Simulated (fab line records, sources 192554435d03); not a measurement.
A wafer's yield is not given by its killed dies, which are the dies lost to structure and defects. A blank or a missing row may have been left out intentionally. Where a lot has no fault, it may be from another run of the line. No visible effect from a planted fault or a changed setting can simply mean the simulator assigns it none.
Matching of chambers    flow n5_finfet    4 sister chambers for N5_BEOL_M13_CMP_49 on cmp-03
The step polishes, stops on SiOC, t overpolish 17.1 s, target thk 420 nm. 4 wafers are shown with their chamber, then 9 later ones without.

## EACH WAFER AND ITS CHAMBER
wafer   chamber  motor_current_A (A)
L092.3  1        6.5
L092.4  0        6.2
L090.4  3        6.6
L090.5  2        6.4

## WAFERS MISSING THEIR CHAMBER
wafer   motor_current_A (A)
L091.1  6.3
L091.3  6.7
L091.4  6.4
L079.1  6.1
L079.2  6.6
L079.6  6.5
L094.1  6.0
L094.2  6.7
L094.6  6.1

## WHICH CHAMBER EACH WENT THROUGH
wafer   from the rows above                in truth
L091.1  can't be placed: 0 or 2 or 1 or 3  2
L091.3  can't be placed: 3 or 1 or 2       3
L091.4  can't be placed: 2 or 1 or 3 or 0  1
L079.1  can't be placed: 0 or 2            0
L079.2  can't be placed: 3 or 1 or 2       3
L079.6  can't be placed: 1 or 2 or 3       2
L094.1  can't be placed: 0 or 2            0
L094.2  can't be placed: 3 or 1 or 2       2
L094.6  can't be placed: 0 or 2            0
0 of 9 placed correctly. Not placeable from these rows: 9 (in 9, the candidates include the true chamber). 0 placed wrongly.
How it was worked out, from the rows above alone: a wafer's distance from a chamber is the root of the sum, over the readings, of the square of ((its reading less the chamber's mean) divided by the reading's scatter). The wafer belongs to the nearest chamber; if the next one is less than 2 further off, it can't be placed. A chamber's mean is the mean of its shown wafers. The scatter: root of mean squared gap, hidden wafer to nearest shown wafer, with one shown wafer a chamber.
